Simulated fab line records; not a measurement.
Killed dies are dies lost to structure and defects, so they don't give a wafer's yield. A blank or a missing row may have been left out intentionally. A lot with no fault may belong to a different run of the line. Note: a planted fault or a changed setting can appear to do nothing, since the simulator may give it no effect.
fab line records | flow n5_finfet | part 1 of 2: steps 1 to 16 of 22
record: lots: 5 | wafers: 15 | last_day: 17
route steps=1938 shown FIN_SAQP@115
lots that met no fault: from a run of the same line without faults
start_h: the number of hours between the record's first day and the start of the first shown wafer of the lot | wait_h: how many hours have passed since the lot's step before this one | " same as the row above | L1.1+2: one row covering several wafers at once | - either no value or no given start | * or withheld: withheld | < > ~ a bound
route shown NAME@n: a module of which the file shows steps, and the number in the route of the first | usual: mean/standard deviation taken from wafers without a fault | same: alike in all rows | chamber/n: place in a boat | sites: readings site by site | _std_site: how widely they spread, as a standard deviation | _edge_site: the outer-site mean with the inner-site mean subtracted | radius_mm: how far each site lies from the wafer's centre | mask NAME#n: copy n | behind: the tool/chamber that last shaped the wafer | hold: why the lot went on hold/how many hours it stayed there/how the hold came to an end | device: the transistor (n, p or np) that didn't switch | end of line: the route-end tests of the same wafers | a step given without rows: its recipe and nothing more | killed: dies that structure and defects cost at the first sort, which is not the same as the wafer's yield | map: per-die view of a wafer (x killed, . not killed, _ where there is no die)
set.NAME: the setting that was run; set.NAME@STEP: the one run at that earlier step | model.NAME: the simulator's own value behind a step, which no gauge read
lots at some steps of the route; a table a step, a row a wafer
services: the hour from which a tool's chamber was out of use, counted from the record's first day as start_h (under 0 if before that day), plus the number of hours and why
== steps ==
step: N5_FIN_SAQP_ETCH_51
recipe: chemistry: CF4 | target: SiARC | target_depth_a: 455 | mask_material: CAR-ArF | time_s: 75.8 | ion_energy_ev: 80 | pressure_mtorr: 40 | source_w: 545 | bias_w: 36 | Ar_flow_sccm: 100 | cf4_flow_sccm: 100 | ends: cleared
usual: drypump_motor_current_A: 5.7/0.42 | etch_rf_on_time_s: 75.1/1.5 | oes_product_au: 0.69/0.083 | rf_vpp_V: 184.1/1.2 | showerhead_plenum_p_Torr: 2.14/0.066 | throttle_valve_pct: 15.58/0.27
lot.wafer | tool        | chamber | start_h | wait_h | drypump_motor_current_A | etch_rf_on_time_s | oes_product_au | rf_hours_counter_h | rf_vpp_V | showerhead_plenum_p_Torr | throttle_valve_pct
L085.1    | rie_diel-01 | 2       | 88.55   | 0.0    | 5.8                     | 75.6              | 0.62           | 191                | 184.0    | 2.12                     | 15.97
L085.2    | "           | 3       | "       | "      | 5.2                     | 74.3              | 0.79           | 17                 | 183.3    | 2.09                     | 15.49
L085.3    | "           | 0       | "       | "      | 5.1                     | 72.7              | 0.76           | 34                 | 183.6    | 2.11                     | 15.28
L086.2    | rie_diel-03 | 3       | 94.68   | 0.0    | 5.6                     | 75.1              | 0.73           | 69                 | 185.7    | 2.26                     | 15.54
L086.5    | "           | 2       | "       | "      | 5.9                     | 73.5              | 0.82           | -                  | 183.4    | 2.10                     | 15.43
L086.6    | "           | 0       | "       | "      | 5.5                     | 76.8              | 0.59           | -                  | 182.1    | 2.03                     | 15.52
L091.2    | rie_diel-03 | 1       | 124.55  | 0.0    | 6.8                     | 74.7              | 0.82           | 10                 | 182.8    | 2.10                     | 15.41
L091.4    | "           | 0       | "       | "      | 5.5                     | 77.0              | 0.58           | 234                | 183.0    | 2.03                     | 15.53
L091.6    | "           | 1       | "       | "      | 6.8                     | 73.1              | 0.84           | -                  | 182.6    | 2.10                     | 15.42
L093.2    | rie_diel-05 | 1       | 136.96  | 0.0    | 5.5                     | 76.7              | 0.63           | 183                | 183.8    | 2.14                     | 16.10
L093.5    | "           | 3       | "       | "      | 5.6                     | 75.2              | 0.64           | -                  | 184.1    | 2.14                     | 15.69
L093.6    | "           | 2       | "       | "      | 6.2                     | 79.0              | 0.59           | -                  | 186.1    | 2.19                     | 15.74
L096.3    | rie_diel-05 | 3       | 153.58  | 0.0    | 5.6                     | 74.2              | 0.63           | 184                | 183.3    | 2.14                     | 15.73
L096.4    | "           | 2       | "       | "      | 6.1                     | 77.6              | 0.59           | 216                | 184.6    | 2.19                     | 15.74
L096.6    | "           | 0       | "       | "      | 5.6                     | 76.8              | 0.71           | -                  | 184.4    | 2.24                     | 15.13
step: N5_FIN_SAQP_ETCH_52
recipe: chemistry: N2/H2 | target: SOC | target_depth_a: 1000 | overetch_a: 200 | mask_material: SiARC | temp_c: 40 | time_s: 150 | ion_energy_ev: 200 | pressure_mtorr: 30 | source_w: 840 | bias_w: 150 | n2_flow_sccm: 200 | h2_flow_sccm: 200 | ends: end_point
usual: drypump_motor_current_A: 5.7/0.42 | h2_flow_sccm: 200.0/0.57 | oes_product_au: 0.72/0.08 | rf_vpp_V: 523.7/2.5 | showerhead_plenum_p_Torr: 2.54/0.088 | throttle_valve_pct: 17.81/0.28
lot.wafer | tool        | chamber | start_h | wait_h | drypump_motor_current_A | h2_flow_sccm | oes_product_au | rf_hours_counter_h | rf_vpp_V | showerhead_plenum_p_Torr | throttle_valve_pct
L085.1    | rie_diel-01 | 2       | 88.61   | 0.0    | 5.8                     | 199.9        | 0.66           | 191                | 524.1    | 2.54                     | 18.38
L085.2    | "           | 3       | "       | "      | 5.2                     | 200.2        | 0.80           | 17                 | 523.1    | 2.49                     | 17.70
L085.3    | "           | 0       | "       | "      | 5.1                     | 200.7        | 0.77           | 34                 | 520.9    | 2.49                     | 17.37
L086.2    | rie_diel-03 | 3       | 94.73   | 0.0    | 5.6                     | 199.3        | 0.77           | 69                 | 527.3    | 2.70                     | 17.88
L086.5    | "           | 2       | "       | "      | 5.9                     | 200.0        | 0.84           | -                  | 522.4    | 2.49                     | 17.62
L086.6    | "           | 0       | "       | "      | 5.5                     | 200.2        | 0.63           | -                  | 520.2    | 2.41                     | 17.78
L091.2    | rie_diel-03 | 1       | 124.61  | 0.0    | 6.7                     | 199.9        | 0.85           | 10                 | 521.2    | 2.49                     | 17.58
L091.4    | "           | 0       | "       | "      | 5.5                     | 200.0        | 0.62           | 234                | 520.2    | 2.40                     | 17.83
L091.6    | "           | 1       | "       | "      | 6.7                     | 200.3        | 0.84           | -                  | 521.4    | 2.49                     | 17.58
L093.2    | rie_diel-05 | 1       | 137.01  | 0.0    | 5.5                     | 198.7        | 0.67           | 183                | 523.7    | 2.52                     | 18.14
L093.5    | "           | 3       | "       | "      | 5.6                     | 199.9        | 0.66           | -                  | 523.1    | 2.53                     | 17.93
L093.6    | "           | 2       | "       | "      | 6.2                     | 199.4        | 0.63           | -                  | 525.6    | 2.64                     | 18.11
L096.3    | rie_diel-05 | 3       | 153.64  | 0.0    | 5.6                     | 199.8        | 0.65           | 184                | 524.5    | 2.53                     | 17.95
L096.4    | "           | 2       | "       | "      | 6.2                     | 199.7        | 0.63           | 216                | 527.4    | 2.64                     | 18.12
L096.6    | "           | 0       | "       | "      | 5.5                     | 200.3        | 0.74           | -                  | 527.7    | 2.68                     | 17.33
step: N5_FIN_SAQP_STRIP_53
recipe: chemistry: N2/H2 | temp_c: 40 | n2_flow_sccm: 200 | h2_flow_sccm: 200 | rf_frequency_hz: 6e+07
lot.wafer  | tool        | chamber | start_h | wait_h
L085.1+2+3 | rie_diel-01 | 2,3,0   | 88.71   | 0.0
L086.2+5+6 | rie_diel-03 | 3,2,0   | 94.83   | 0.0
L091.2+4+6 | rie_diel-03 | 1,0,1   | 124.71  | 0.0
L093.2+5+6 | rie_diel-05 | 1,3,2   | 137.11  | 0.0
L096.3+4+6 | rie_diel-05 | 3,2,0   | 153.73  | 0.0
step: N5_FIN_SAQP_HM_OPEN_73
recipe: chemistry: CHF3/O2 | target: SiO2 | stop_on: a-Si | target_depth_a: 120 | over_etch_frac: 1.8 | mask_material: SOC | time_s: 16.8 | pressure_mtorr: 30 | source_w: 650 | bias_w: 170 | Ar_flow_sccm: 200 | CHF3_flow_sccm: 50 | O2_flow_sccm: 5 | ion_energy_ev: 200 | ends: end_point
usual: drypump_motor_current_A: 5.7/0.42 | oes_f_703_au: 0.80/0.091 | oes_product_au: 0.48/0.054 | rf_vpp_V: 529/8.4 | showerhead_plenum_p_Torr: 2.41/0.076 | throttle_valve_pct: 18.80/0.27
lot.wafer | tool        | chamber | start_h | wait_h | drypump_motor_current_A | oes_f_703_au | oes_product_au | rf_hours_counter_h | rf_vpp_V | showerhead_plenum_p_Torr | throttle_valve_pct
L085.1    | rie_diel-01 | 2       | 88.72   | 0.0    | 5.8                     | 0.72         | 0.44           | 191                | 526      | 2.38                     | 19.13
L085.2    | "           | 3       | "       | "      | 5.2                     | 0.88         | 0.54           | 17                 | 534      | 2.37                     | 18.83
L085.3    | "           | 0       | "       | "      | 5.1                     | 0.88         | 0.53           | 34                 | 529      | 2.36                     | 18.45
L086.2    | rie_diel-03 | 3       | 94.84   | 0.0    | 5.6                     | 0.84         | 0.51           | 69                 | 533      | 2.54                     | 18.77
L086.5    | "           | 2       | "       | "      | 6.0                     | 0.93         | 0.56           | -                  | 541      | 2.36                     | 18.66
L086.6    | "           | 0       | "       | "      | 5.5                     | 0.69         | 0.41           | -                  | 519      | 2.29                     | 18.70
L091.2    | rie_diel-03 | 1       | 124.72  | 0.0    | 6.7                     | 0.95         | 0.58           | 10                 | 539      | 2.35                     | 18.57
L091.4    | "           | 0       | "       | "      | 5.5                     | 0.67         | 0.42           | 234                | 519      | 2.29                     | 18.72
L091.6    | "           | 1       | "       | "      | 6.7                     | 0.96         | 0.57           | -                  | 539      | 2.35                     | 18.57
L093.2    | rie_diel-05 | 1       | 137.12  | 0.0    | 5.5                     | 0.72         | 0.45           | 183                | 523      | 2.41                     | 19.32
L093.5    | "           | 3       | "       | "      | 5.6                     | 0.76         | 0.45           | -                  | 513      | 2.42                     | 18.96
L093.6    | "           | 2       | "       | "      | 6.2                     | 0.69         | 0.43           | -                  | 525      | 2.48                     | 18.95
L096.3    | rie_diel-05 | 3       | 153.74  | 0.0    | 5.6                     | 0.75         | 0.43           | 184                | 514      | 2.42                     | 18.98
L096.4    | "           | 2       | "       | "      | 6.2                     | 0.69         | 0.42           | 217                | 524      | 2.47                     | 18.96
L096.6    | "           | 0       | "       | "      | 5.5                     | 0.83         | 0.50           | -                  | 532      | 2.52                     | 18.36
step: N5_FIN_SAQP_STRIP_74
recipe: chemistry: CHF3/O2 | resist: SiARC | rf_frequency_hz: 6e+07
lot.wafer  | tool        | chamber | start_h | wait_h
L085.1+2+3 | rie_diel-01 | 2,3,0   | 88.77   | 0.0
L086.2+5+6 | rie_diel-03 | 3,2,0   | 94.89   | 0.0
L091.2+4+6 | rie_diel-03 | 1,0,1   | 124.77  | 0.0
L093.2+5+6 | rie_diel-05 | 1,3,2   | 137.17  | 0.0
L096.3+4+6 | rie_diel-05 | 3,2,0   | 153.80  | 0.0
step: N5_FIN_SAQP_MANDREL_ETCH_22
recipe: target_depth_a: 600 | chemistry: HBr/Cl2 | target: a-Si | stop_on: SiNx | bt_time_s: 10 | over_etch_frac: 0.5 | time_s: 30 | pressure_mtorr: 10 | icp_w: 800 | bias_w: 75 | HBr_flow_sccm: 150 | Cl2_flow_sccm: 80 | ends: end_point
usual: drypump_motor_current_A: 5.5/0.4 | oes_product_au: 0.767/0.016 | throttle_valve_pct: 35.4/0.35
lot.wafer | tool      | chamber | start_h | wait_h | drypump_motor_current_A | oes_product_au | rf_hours_counter_h | throttle_valve_pct
L085.1    | rie_si-06 | 3       | 88.80   | 0.0    | 5.0                     | 0.761          | 106                | 35.8
L085.2    | "         | 0       | "       | "      | 5.1                     | 0.758          | 162                | 35.7
L085.3    | "         | 1       | "       | "      | 5.8                     | 0.792          | 91                 | 35.4
L086.2    | rie_si-06 | 1       | 94.92   | 0.0    | 5.8                     | 0.781          | 91                 | 35.4
L086.5    | "         | 3       | "       | "      | 5.0                     | 0.773          | -                  | 35.8
L086.6    | "         | 2       | "       | "      | 5.7                     | 0.750          | -                  | 34.9
L091.2    | rie_si-06 | 1       | 124.80  | 0.0    | 5.8                     | 0.776          | 92                 | 35.4
L091.4    | "         | 1       | "       | "      | 5.8                     | 0.785          | -                  | 35.4
L091.6    | "         | 3       | "       | "      | 5.0                     | 0.762          | -                  | 35.8
L093.2    | rie_si-06 | 3       | 137.20  | 0.0    | 5.0                     | 0.755          | 107                | 35.8
L093.5    | "         | 0       | "       | "      | 5.2                     | 0.787          | -                  | 35.6
L093.6    | "         | 3       | "       | "      | 5.0                     | 0.778          | -                  | 35.8
L096.3    | rie_si-06 | 1       | 153.83  | 0.0    | 5.8                     | 0.783          | 92                 | 35.4
L096.4    | "         | 2       | "       | "      | 5.7                     | 0.748          | 41                 | 34.9
L096.6    | "         | 3       | "       | "      | 5.0                     | 0.757          | -                  | 35.8
step: N5_FIN_SAQP_STRIP_55
recipe: chemistry: N2/H2 | power_w: 500 | temp_c: 40 | pressure_mtorr: 50 | rf_frequency_hz: 6e+07 | overash_fraction: 0.3 | bias_power_w: 28 | h2_frac: 0.5 | n2_flow_sccm: 300 | h2_flow_sccm: 300
usual: drypump_motor_current_A: 5.8/0.44 | h2_flow_sccm: 299.9/0.79 | oes_product_au: 0.79/0.095 | rf_vpp_V: 121.9/1.4 | showerhead_plenum_p_Torr: 3.35/0.12 | throttle_valve_pct: 19.0/0.32
lot.wafer | tool        | chamber | start_h | wait_h | drypump_motor_current_A | h2_flow_sccm | oes_product_au | rf_hours_counter_h | rf_vpp_V | showerhead_plenum_p_Torr | throttle_valve_pct
L085.1    | rie_diel-05 | 3       | 88.93   | 0.1    | 5.6                     | 299.1        | 0.75           | 159                | 122.5    | 3.36                     | 19.0
L085.2    | "           | 2       | "       | "      | 6.2                     | 299.6        | 0.71           | 192                | 122.7    | 3.49                     | 19.2
L085.3    | "           | 1       | "       | "      | 5.5                     | 299.7        | 0.77           | 163                | 120.4    | 3.34                     | 19.2
L086.2    | rie_diel-03 | 0       | 95.02   | 0.1    | 5.5                     | 299.8        | 0.69           | 222                | 120.2    | 3.19                     | 19.1
L086.5    | "           | 2       | "       | "      | 6.0                     | 299.9        | 0.95           | -                  | 124.1    | 3.29                     | 18.6
L086.6    | "           | 0       | "       | "      | 5.5                     | 299.5        | 0.70           | -                  | 122.5    | 3.19                     | 19.1
L091.2    | rie_diel-05 | 2       | 124.90  | 0.1    | 6.2                     | 299.9        | 0.70           | 203                | 125.2    | 3.48                     | 19.3
L091.4    | "           | 2       | "       | "      | 6.2                     | 299.8        | 0.70           | -                  | 122.8    | 3.48                     | 19.2
L091.6    | "           | 3       | "       | "      | 5.6                     | 299.5        | 0.75           | -                  | 122.1    | 3.35                     | 19.1
L093.2    | rie_diel-01 | 0       | 137.35  | 0.1    | 5.1                     | 300.2        | 0.85           | 55                 | 119.8    | 3.28                     | 18.3
L093.5    | "           | 0       | "       | "      | 5.1                     | 299.9        | 0.85           | -                  | 123.1    | 3.28                     | 18.4
L093.6    | "           | 1       | "       | "      | 5.6                     | 298.6        | 0.94           | -                  | 125.6    | 3.43                     | 18.9
L096.3    | rie_diel-05 | 1       | 153.97  | 0.1    | 5.5                     | 299.6        | 0.74           | 189                | 121.9    | 3.33                     | 19.2
L096.4    | "           | 2       | "       | "      | 6.2                     | 300.7        | 0.70           | 217                | 123.1    | 3.48                     | 19.3
L096.6    | "           | 1       | "       | "      | 5.5                     | 300.7        | 0.73           | -                  | 122.0    | 3.33                     | 19.2
step: N5_FIN_SAQP_STRIP_23
recipe: chemistry: SPM | time_s: 750 | temp_c: 130 | h2so4_h2o2_vol_ratio: 4
lot.wafer  | tool         | chamber | start_h | wait_h
L085.1+2+3 | wet_bench-06 | 0,4,7   | 89.00   | -
L086.2+5+6 | wet_bench-04 | 7,0,2   | 95.09   | -
L091.2+4+6 | wet_bench-06 | 5,3,4   | 124.97  | -
L093.2+5+6 | wet_bench-03 | 0,2,7   | 137.42  | -
L096.3+4+6 | wet_bench-06 | 0,7,6   | 154.05  | -
step: N5_FIN_SAQP_SRD_66
recipe: dry: ipa_marangoni | time_s: 30 | temp_c: 23 | rinse_liquid: diw
lot.wafer  | tool         | chamber | start_h | wait_h
L085.1+2+3 | wet_bench-06 | 0,4,7   | 89.20   | 0.0
L086.2+5+6 | wet_bench-04 | 7,0,2   | 95.30   | 0.0
L091.2+4+6 | wet_bench-06 | 5,3,4   | 125.20  | 0.0
L093.2+5+6 | wet_bench-03 | 0,2,7   | 137.65  | 0.0
L096.3+4+6 | wet_bench-06 | 0,7,6   | 154.26  | 0.0
step: N5_FIN_SAQP_RECESS_75
recipe: chemistry: HF/NH3 | target: SiO2 | target_depth_a: 144 | afs_cycles: 3 | temp_c: 30 | sublimation_temp_c: 180 | sublimation_time_s: 60
usual: drypump_motor_current_A: 5.9/0.61
lot.wafer | tool          | chamber | start_h | wait_h | drypump_motor_current_A
L085.1    | vapor_etch-01 | 1       | 89.25   | 0.0    | 4.8
L085.2    | "             | 0       | "       | "      | 6.3
L085.3    | "             | 0       | "       | "      | 6.3
L086.2    | vapor_etch-01 | 0       | 95.35   | 0.0    | 6.3
L086.5    | "             | 1       | "       | "      | 4.8
L086.6    | "             | 0       | "       | "      | 6.3
L091.2    | vapor_etch-02 | 0       | 125.24  | 0.0    | 6.2
L091.4    | "             | 0       | "       | "      | 6.2
L091.6    | "             | 0       | "       | "      | 6.2
L093.2    | vapor_etch-01 | 1       | 137.70  | 0.0    | 4.8
L093.5    | "             | 1       | "       | "      | 4.8
L093.6    | "             | 0       | "       | "      | 6.3
L096.3    | vapor_etch-02 | 0       | 154.43  | 0.1    | 6.2
L096.4    | "             | 1       | "       | "      | 6.2
L096.6    | "             | 1       | "       | "      | 6.2
step: N5_FIN_SAQP_SPACER1_ALD_24
recipe: material: SiO2 | target_thk_a: 203 | temp_c: 300 | ald_precursor_family: BDEAS | ald_co_reactant: O2-plasma | pulse_time_s: 1 | purge_time_s: 2 | co_reactant_purge_time_s: 2 | ald_cycles: 218 | pressure_torr: 2
usual: heater_power_w: 493/65 | precursor_pulse_height_rel: 1.000/0.018
lot.wafer | tool       | chamber | start_h | wait_h | heater_power_w | precursor_pulse_height_rel
L085.1    | ald_sin-04 | 2       | 90.18   | 0.8    | 382            | 1.020
L085.2    | "          | 1       | "       | "      | 610            | 0.991
L085.3    | "          | 3       | "       | "      | 494            | 1.003
L086.2    | ald_sin-04 | 1       | 96.93   | 1.5    | 605            | 0.994
L086.5    | "          | 0       | "       | "      | 473            | 1.013
L086.6    | "          | 1       | "       | "      | 619            | 1.002
L091.2    | ald_sin-02 | 0       | 125.63  | 0.3    | 509            | 0.950
L091.4    | "          | 3       | "       | "      | 603            | 1.012
L091.6    | "          | 3       | "       | "      | 607            | 1.041
L093.2    | ald_sin-02 | 1       | 138.08  | 0.3    | 485            | 1.021
L093.5    | "          | 0       | "       | "      | 513            | 1.024
L093.6    | "          | 1       | "       | "      | 468            | 0.997
L096.3    | ald_sin-04 | 2       | 154.69  | 0.1    | 384            | 0.980
L096.4    | "          | 0       | "       | "      | 494            | 0.978
L096.6    | "          | 3       | "       | "      | 483            | 1.033
step: N5_FIN_SAQP_SPACER1_ETCHBACK_25
recipe: chemistry: CHF3/O2 | mode: anisotropic_etchback | target: SiO2 | target_depth_a: 244 | time_s: 12.2 | pressure_mtorr: 30 | source_w: 650 | bias_w: 170 | Ar_flow_sccm: 200 | CHF3_flow_sccm: 50 | O2_flow_sccm: 5 | ion_energy_ev: 200
usual: drypump_motor_current_A: 5.6/0.36 | oes_f_703_au: 0.79/0.082 | oes_product_au: 0.79/0.087 | rf_vpp_V: 527/8.4 | showerhead_plenum_p_Torr: 2.43/0.069 | throttle_valve_pct: 18.9/0.31
lot.wafer | tool        | chamber | start_h | wait_h | drypump_motor_current_A | oes_f_703_au | oes_product_au | rf_hours_counter_h | rf_vpp_V | showerhead_plenum_p_Torr | throttle_valve_pct
L085.1    | rie_diel-05 | 2       | 90.90   | 0.4    | 6.1                     | 0.70         | 0.70           | 192                | 525      | 2.48                     | 19.0
L085.2    | "           | 0       | "       | "      | 5.5                     | 0.85         | 0.85           | 38                 | 534      | 2.53                     | 18.4
L085.3    | "           | 1       | "       | "      | 5.5                     | 0.74         | 0.76           | 164                | 523      | 2.42                     | 19.4
L086.2    | rie_diel-05 | 1       | 97.65   | 0.4    | 5.5                     | 0.74         | 0.75           | 167                | 524      | 2.42                     | 19.4
L086.5    | "           | 1       | "       | "      | 5.5                     | 0.74         | 0.76           | -                  | 525      | 2.42                     | 19.4
L086.6    | "           | 2       | "       | "      | 6.2                     | 0.70         | 0.70           | -                  | 526      | 2.48                     | 19.0
L091.2    | rie_diel-05 | 2       | 126.35  | 0.4    | 6.2                     | 0.68         | 0.70           | 204                | 525      | 2.48                     | 19.0
L091.4    | "           | 2       | "       | "      | 6.2                     | 0.69         | 0.70           | -                  | 525      | 2.48                     | 19.0
L091.6    | "           | 3       | "       | "      | 5.6                     | 0.77         | 0.75           | -                  | 512      | 2.42                     | 19.0
L093.2    | rie_diel-01 | 1       | 139.16  | 0.7    | 5.6                     | 0.93         | 0.95           | 18                 | 524      | 2.45                     | 18.5
L093.5    | "           | 0       | "       | "      | 5.1                     | 0.83         | 0.84           | -                  | 530      | 2.35                     | 18.5
L093.6    | "           | 1       | "       | "      | 5.6                     | 0.93         | 0.94           | -                  | 524      | 2.45                     | 18.5
L096.3    | rie_diel-01 | 0       | 155.75  | 0.7    | 5.1                     | 0.83         | 0.84           | 64                 | 527      | 2.35                     | 18.6
L096.4    | "           | 3       | "       | "      | 5.2                     | 0.84         | 0.87           | 42                 | 535      | 2.36                     | 18.9
L096.6    | "           | 0       | "       | "      | 5.1                     | 0.83         | 0.84           | -                  | 529      | 2.35                     | 18.6
step: N5_FIN_SAQP_MANDREL1_REMOVE_56
recipe: chemistry: HBr/Cl2/O2 | bt_time_s: 10 | target: a-Si | stop_on: SiNx | endpoint: OES-SiCl | over_etch_frac: 1 | icp_w: 600 | bias_w: 22 | HBr_flow_sccm: 150 | Cl2_flow_sccm: 80 | O2_flow_sccm: 5 | pressure_mtorr: 10
usual: drypump_motor_current_A: 5.7/0.48 | oes_product_au: 1.009/0.016 | throttle_valve_pct: 36.6/0.41
lot.wafer | tool      | chamber | start_h | wait_h | drypump_motor_current_A | oes_product_au | rf_hours_counter_h | throttle_valve_pct
L085.1    | rie_si-04 | 0       | 90.98   | 0.1    | 4.8                     | 1.056          | 1                  | 36.0
L085.2    | "         | 3       | "       | "      | 6.5                     | 0.993          | 9                  | 36.1
L085.3    | "         | 2       | "       | "      | 5.7                     | 1.008          | 4                  | 36.4
L086.2    | rie_si-04 | 2       | 97.73   | 0.1    | 5.7                     | 0.999          | 4                  | 36.4
L086.5    | "         | 1       | "       | "      | 5.7                     | 0.999          | -                  | 37.3
L086.6    | "         | 0       | "       | "      | 4.8                     | 1.042          | -                  | 35.9
L091.2    | rie_si-04 | 0       | 126.44  | 0.1    | 4.8                     | 1.044          | 2                  | 36.0
L091.4    | "         | 2       | "       | "      | 5.7                     | 1.006          | 5                  | 36.4
L091.6    | "         | 0       | "       | "      | 4.8                     | 1.050          | -                  | 36.0
L093.2    | rie_si-06 | 3       | 139.25  | 0.1    | 5.0                     | 0.986          | 107                | 37.2
L093.5    | "         | 3       | "       | "      | 5.0                     | 0.983          | -                  | 37.1
L093.6    | "         | 0       | "       | "      | 5.2                     | 1.004          | -                  | 37.0
L096.3    | rie_si-02 | 1       | 155.85  | 0.1    | 5.8                     | 1.011          | 152                | 37.1
L096.4    | "         | 2       | "       | "      | 5.9                     | 1.012          | 87                 | 36.4
L096.6    | "         | 3       | "       | "      | 5.4                     | 1.013          | -                  | 36.5
step: N5_FIN_SAQP_CD_MEAS_27
recipe: target_cd_nm: 20 | landing_energy_ev: 1000 | detector: se_inlens | polarity: line
usual: cd_nm: 20.37/0.23
lot.wafer | tool      | chamber | start_h | wait_h | cd_nm
L085.1    | cd_sem-02 | 0       | 91.09   | 0.1    | 20.69
L085.2    | "         | 0       | "       | "      | 20.02
L085.3    | "         | 0       | "       | "      | 20.26
L086.2    | cd_sem-01 | 0       | 97.85   | 0.1    | 19.90
L086.5    | "         | 0       | "       | "      | 20.25
L086.6    | "         | 0       | "       | "      | 20.01
L091.2    | cd_sem-03 | 0       | 126.55  | 0.1    | 20.12
L091.4    | "         | 0       | "       | "      | 20.68
L091.6    | "         | 0       | "       | "      | 20.01
L093.2    | cd_sem-01 | 0       | 139.36  | 0.1    | 20.14
L093.5    | "         | 0       | "       | "      | 20.24
L093.6    | "         | 0       | "       | "      | 20.37
L096.3    | cd_sem-01 | 0       | 155.97  | 0.1    | 20.18
L096.4    | "         | 0       | "       | "      | 20.07
L096.6    | "         | 0       | "       | "      | 20.31
step: N5_FIN_SAQP_ETCH_57
recipe: chemistry: CH3F/O2 | target: SiNx | mask_material: SiO2 | target_depth_a: 325 | time_s: 46.4 | pressure_mtorr: 30 | source_w: 395 | bias_w: 73 | Ar_flow_sccm: 150 | CH3F_flow_sccm: 30 | O2_flow_sccm: 20 | ion_energy_ev: 120 | ends: cleared
usual: drypump_motor_current_A: 5.7/0.38 | etch_rf_on_time_s: 45.8/1.3 | oes_f_703_au: 0.79/0.087 | oes_product_au: 0.68/0.081 | rf_vpp_V: 299/4.9 | showerhead_plenum_p_Torr: 2.01/0.064 | throttle_valve_pct: 16.33/0.28
lot.wafer | tool        | chamber | start_h | wait_h | drypump_motor_current_A | etch_rf_on_time_s | oes_f_703_au | oes_product_au | rf_hours_counter_h | rf_vpp_V | showerhead_plenum_p_Torr | throttle_valve_pct
L085.1    | rie_diel-05 | 3       | 91.14   | 0.0    | 5.6                     | 45.1              | 0.78         | 0.65           | 160                | 291      | 2.01                     | 16.46
L085.2    | "           | 0       | "       | "      | 5.5                     | 46.3              | 0.84         | 0.72           | 38                 | 303      | 2.10                     | 15.84
L085.3    | "           | 2       | "       | "      | 6.2                     | 46.9              | 0.70         | 0.60           | 192                | 297      | 2.06                     | 16.45
L086.2    | rie_diel-03 | 2       | 97.90   | 0.0    | 5.9                     | 44.3              | 0.91         | 0.81           | 7                  | 307      | 1.96                     | 16.16
L086.5    | "           | 0       | "       | "      | 5.5                     | 48.1              | 0.68         | 0.59           | -                  | 293      | 1.89                     | 16.22
L086.6    | "           | 2       | "       | "      | 5.9                     | 45.6              | 0.92         | 0.81           | -                  | 307      | 1.96                     | 16.17
L091.2    | rie_diel-03 | 1       | 126.60  | 0.0    | 6.8                     | 45.8              | 0.94         | 0.83           | 11                 | 306      | 1.95                     | 16.05
L091.4    | "           | 0       | "       | "      | 5.5                     | 48.5              | 0.68         | 0.58           | 235                | 295      | 1.89                     | 16.25
L091.6    | "           | 3       | "       | "      | 5.6                     | 46.2              | 0.83         | 0.72           | -                  | 302      | 2.11                     | 16.28
L093.2    | rie_diel-05 | 2       | 139.68  | 0.3    | 6.1                     | 48.2              | 0.69         | 0.59           | 211                | 296      | 2.06                     | 16.49
L093.5    | "           | 0       | "       | "      | 5.5                     | 47.2              | 0.81         | 0.72           | -                  | 304      | 2.10                     | 15.86
L093.6    | "           | 1       | "       | "      | 5.5                     | 46.4              | 0.74         | 0.63           | -                  | 295      | 2.00                     | 16.80
L096.3    | rie_diel-05 | 2       | 156.03  | 0.1    | 6.2                     | 46.6              | 0.69         | 0.59           | 218                | 298      | 2.05                     | 16.50
L096.4    | "           | 1       | "       | "      | 5.5                     | 46.4              | 0.74         | 0.63           | 190                | 297      | 2.00                     | 16.80
L096.6    | "           | 2       | "       | "      | 6.2                     | 48.9              | 0.69         | 0.59           | -                  | 298      | 2.05                     | 16.51
step: N5_FIN_SAQP_ETCH_65
recipe: chemistry: CF4 | target: SiO2 | target_depth_a: 40 | ion_energy_ev: 350 | time_s: 4.4 | pressure_mtorr: 10 | icp_w: 800 | bias_w: 400 | cf4_flow_sccm: 80
usual: drypump_motor_current_A: 5.7/0.51 | oes_product_au: 1.008/0.02 | throttle_valve_pct: 21.66/0.3
lot.wafer | tool      | chamber | start_h | wait_h | drypump_motor_current_A | oes_product_au | rf_hours_counter_h | throttle_valve_pct
L085.1    | rie_si-06 | 2       | 91.25   | 0.1    | 5.8                     | 0.981          | 40                 | 21.56
L085.2    | "         | 3       | "       | "      | 5.0                     | 0.969          | 106                | 22.04
L085.3    | "         | 0       | "       | "      | 5.2                     | 1.014          | 162                | 21.88
L086.2    | rie_si-02 | 0       | 98.00   | 0.1    | 6.5                     | 1.007          | 133                | 21.53
L086.5    | "         | 0       | "       | "      | 6.5                     | 0.998          | -                  | 21.52
L086.6    | "         | 3       | "       | "      | 5.4                     | 1.035          | -                  | 21.61
L091.2    | rie_si-06 | 0       | 126.71  | 0.1    | 5.1                     | 1.013          | 163                | 21.91
L091.4    | "         | 3       | "       | "      | 5.0                     | 0.968          | -                  | 22.04
L091.6    | "         | 1       | "       | "      | 5.8                     | 1.037          | -                  | 21.84
L093.2    | rie_si-04 | 0       | 139.79  | 0.1    | 4.8                     | 1.032          | 2                  | 21.24
L093.5    | "         | 0       | "       | "      | 4.8                     | 1.040          | -                  | 21.24
L093.6    | "         | 3       | "       | "      | 6.5                     | 0.998          | -                  | 21.44
L096.3    | rie_si-04 | 1       | 156.14  | 0.1    | 5.7                     | 0.983          | 98                 | 22.14
L096.4    | "         | 0       | "       | "      | 4.8                     | 1.029          | 2                  | 21.25
L096.6    | "         | 0       | "       | "      | 4.8                     | 1.027          | -                  | 21.25
